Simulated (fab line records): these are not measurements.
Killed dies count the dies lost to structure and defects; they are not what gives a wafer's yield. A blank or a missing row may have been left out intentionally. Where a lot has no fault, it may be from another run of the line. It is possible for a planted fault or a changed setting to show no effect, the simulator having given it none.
The tool behind it: which one? | flow nandHarc | Sampling: 11 lots, 33 wafers, 7 of 1302 route steps

WHAT THE GAUGES SHOWED, per wafer
NHARC_A_CHANNEL_HOLE_D1_INSPECT_12.
lot  | measured     | on               | rawDefectCount
L301 | day 8 21:44  | defectInspect-02 | 3 1 3
L306 | day 10 07:02 | defectInspect-02 | 1 4 4
L308 | day 11 05:05 | defectInspect-01 | 8 5 5
L311 | day 12 18:46 | defectInspect-01 | 887 918 919
L313 | day 13 13:31 | defectInspect-02 | 904 885 914
L318 | day 15 15:16 | defectInspect-02 | 2 3 7
L320 | day 16 02:10 | defectInspect-02 | 8 1 2
L321 | day 16 19:56 | defectInspect-02 | 6 7 5
L322 | day 17 04:22 | defectInspect-02 | 5 7 4
L323 | day 17 12:40 | defectInspect-02 | 3 4 3
L324 | day 18 05:44 | defectInspect-01 | 4 5 4

NHARC_A_CHANNEL_HOLE_D1_CD_MEAS_18.
lot  | measured     | on       | cdNm (nm)
L301 | day 8 22:55  | cdSem-03 | 94.5 97.0 96.1
L306 | day 10 08:27 | cdSem-02 | 101.2 95.7 98.4
L308 | day 11 06:15 | cdSem-02 | 100.2 97.9 95.0
L311 | day 12 20:32 | cdSem-03 | 96.6 102.3 96.2
L313 | day 13 14:53 | cdSem-02 | 102.1 101.0 99.0
L318 | day 15 16:27 | cdSem-02 | 96.8 95.7 101.6
L320 | day 16 03:47 | cdSem-01 | 97.9 101.3 99.1
L321 | day 16 21:07 | cdSem-01 | 100.0 94.5 99.9
L322 | day 17 05:32 | cdSem-02 | 97.8 96.0 97.0
L323 | day 17 14:32 | cdSem-02 | 99.6 98.2 97.7
L324 | day 18 06:54 | cdSem-02 | 101.0 97.2 98.2

NHARC_A_CHANNEL_HOLE_D1_INSPECT_40.
lot  | measured     | on               | rawDefectCount
L301 | day 9 05:17  | defectInspect-01 | 126 107 110
L306 | day 10 15:13 | defectInspect-02 | 83 118 99
L308 | day 11 12:04 | defectInspect-01 | 95 99 85
L311 | day 13 05:14 | defectInspect-02 | 964 1020 945
L313 | day 13 22:39 | defectInspect-02 | 969 981 980
L318 | day 15 22:14 | defectInspect-02 | 93 97 87
L320 | day 16 12:01 | defectInspect-02 | 60 58 73
L321 | day 17 03:58 | defectInspect-02 | 68 89 65
L322 | day 17 16:27 | defectInspect-02 | 83 103 74
L323 | day 17 21:16 | defectInspect-02 | 69 59 65
L324 | day 18 14:40 | defectInspect-02 | 80 83 79

NHARC_END_SORT_01.
lot  | measured     | on        | killedAtArray | killedAtOther | killedAtPeriphery | killedDies  | killedOpen | killedShort
L311 | day 28 08:12 | prober-02 | 133 140 98    | 0 0 0         | 6 5 11            | 139 145 109 | 4 5 3      | 3 1 2
L313 | day 29 18:56 | prober-01 | 147 110 107   | 1 1 3         | 5 8 9             | 153 119 119 | 2 2 2      | 1 3 3

EACH LOT AND THE TOOL THAT RAN IT (in order: tool; ch and the chambers of the sampled wafers; start)
lot  | NHARC_A_ZERO_WELL_DESCUM_12       | NHARC_A_CHANNEL_HOLE_D1_DEP_00 | NHARC_A_CHANNEL_HOLE_D1_DEP_01
L301 | rieDiel-10 ch 0,2,3, day 7 01:21  | aclDep-03 ch 0, day 8 18:59    | pecvd-01 ch 0,1,2, day 8 20:56
L306 | rieDiel-10 ch 2,3, day 8 17:54    | aclDep-03 ch 0, day 10 04:16   | pecvd-01 ch 0,1,2, day 10 06:13
L308 | rieDiel-10 ch 1,2, day 9 11:22    | aclDep-03 ch 0, day 11 02:19   | pecvd-01 ch 0,2, day 11 04:14
L311 | rieDiel-04 ch 1,2, day 11 01:01   | aclDep-03 ch 0, day 12 16:32   | pecvd-01 ch 0,1, day 12 17:58
L313 | rieDiel-10 ch 0,2, day 11 21:53   | aclDep-01 ch 0, day 13 11:02   | pecvd-01 ch 0,1, day 13 12:40
L318 | rieDiel-13 ch 0,1,3, day 13 21:15 | aclDep-02 ch 0, day 15 12:44   | pecvd-02 ch 0,1, day 15 14:22
L320 | rieDiel-04 ch 0,1,3, day 14 12:17 | aclDep-01 ch 0, day 15 23:43   | pecvd-02 ch 1,2, day 16 01:19
L321 | rieDiel-04 ch 0,2,3, day 15 02:38 | aclDep-02 ch 0, day 16 17:06   | pecvd-01 ch 0,1, day 16 19:05
L322 | rieDiel-10 ch 0,1,2, day 15 13:46 | aclDep-01 ch 0, day 17 01:43   | pecvd-04 ch 0,1, day 17 03:40
L323 | rieDiel-10 ch 0,1,2, day 15 17:56 | aclDep-02 ch 0, day 17 09:50   | pecvd-02 ch 1,2, day 17 11:49
L324 | rieDiel-10 ch 0,1,2, day 16 09:50 | aclDep-01 ch 0, day 18 03:24   | pecvd-01 ch 1,2, day 18 05:00
- NHARC_A_ZERO_WELL_DESCUM_12: chemistry O2, time 3 s.
- NHARC_A_CHANNEL_HOLE_D1_DEP_00: deposits aC, target thk 3100 nm.
- NHARC_A_CHANNEL_HOLE_D1_DEP_01: deposits SiON, target thk 140 nm.

AS READ BY THE TOOLS THEMSELVES (means over the sampled wafers that have a number; for cases with no such wafer, the mark the record gives instead)
NHARC_A_ZERO_WELL_DESCUM_12.
lot  | tool       | drypumpMotorCurrentA (A) | oesProductAu (a.u.) | rfVppV (V) | showerheadPlenumPTorr (Torr) | throttleValvePct (%)
L301 | rieDiel-10 | 5.9                      | 0.998               | 58.6       | 1.91                         | 11.312
L306 | rieDiel-10 | 6.0                      | 1.002               | 57.9       | 1.86                         | 11.314
L308 | rieDiel-10 | 5.9                      | 0.983               | 58.6       | 1.92                         | 11.306
L311 | rieDiel-04 | 5.4                      | 0.994               | 57.4       | 1.85                         | 11.319
L313 | rieDiel-10 | 5.8                      | 0.994               | 57.5       | 1.95                         | 11.310
L318 | rieDiel-13 | 5.5                      | 0.994               | 57.0       | 1.84                         | 11.307
L320 | rieDiel-04 | 5.5                      | 1.005               | 58.8       | 1.86                         | 11.308
L321 | rieDiel-04 | 5.6                      | 1.013               | 57.7       | 1.89                         | 11.320
L322 | rieDiel-10 | 5.8                      | 0.999               | 59.0       | 1.97                         | 11.319
L323 | rieDiel-10 | 5.8                      | 1.003               | 57.8       | 1.97                         | 11.316
L324 | rieDiel-10 | 5.8                      | 0.992               | 58.1       | 1.97                         | 11.315

NHARC_A_CHANNEL_HOLE_D1_DEP_00.
lot  | tool      | susceptorTempC (C) | throttleValvePct (%)
L301 | aclDep-03 | -                  | 35.001
L306 | aclDep-03 | 400.13             | 34.998
L308 | aclDep-03 | -                  | 34.999
L311 | aclDep-03 | 399.80             | 34.996
L313 | aclDep-01 | 399.89             | 35.013
L318 | aclDep-02 | -                  | 34.999
L320 | aclDep-01 | -                  | 34.994
L321 | aclDep-02 | 399.65             | 34.999
L322 | aclDep-01 | 400.03             | 35.001
L323 | aclDep-02 | 399.89             | 35.001
L324 | aclDep-01 | 399.84             | 34.997

NHARC_A_CHANNEL_HOLE_D1_DEP_01.
lot  | tool     | heaterPowerW (W) | susceptorTempC (C)
L301 | pecvd-01 | 682              | 399.76
L306 | pecvd-01 | 697              | 399.93
L308 | pecvd-01 | 632              | 399.99
L311 | pecvd-01 | 701              | 400.14
L313 | pecvd-01 | 707              | 400.13
L318 | pecvd-02 | 683              | 400.01
L320 | pecvd-02 | 655              | 400.04
L321 | pecvd-01 | 661              | 400.12
L322 | pecvd-04 | 761              | 399.97
L323 | pecvd-02 | 570              | 400.01
L324 | pecvd-01 | 658              | 399.92

THE ANSWER, worked out from the rows above alone
Rule: what is usual is taken from the lots themselves. The widest of any qualifying gaps counts: lots, ordered by their means at a reading, are off when they make up no more than a third of the lots, leave a main group of 4 or more, and stand apart from it by 3 or more times the standard deviation of that group's means. If all means in a main group match to the digits the tables above print for the reading, that group is not used. A lot without any number at a reading at which 4 lots or more have one is off too. Where the step has rows for the other lots, those lots are counted as sound. First the gauges in route order, then the tools' own readings, where a lot's mean is used as printed above. At the first step where some lot is off, the reading lying furthest off is the one used; lots without a number count as furthest.
Off: L311, L313, at NHARC_A_CHANNEL_HOLE_D1_INSPECT_12 (rawDefectCount). The main group has a mean of 4.2 with a standard deviation of 1.2.
If a tool, at a process step before that reading, ran all the lots that are off and no sound lot after the first of them, it fits. Those tools and the gauges at NHARC_A_CHANNEL_HOLE_D1_INSPECT_12 are tried in the same way. Of those tried, none fits.

WHAT THE SIMULATOR HAD INSERTED
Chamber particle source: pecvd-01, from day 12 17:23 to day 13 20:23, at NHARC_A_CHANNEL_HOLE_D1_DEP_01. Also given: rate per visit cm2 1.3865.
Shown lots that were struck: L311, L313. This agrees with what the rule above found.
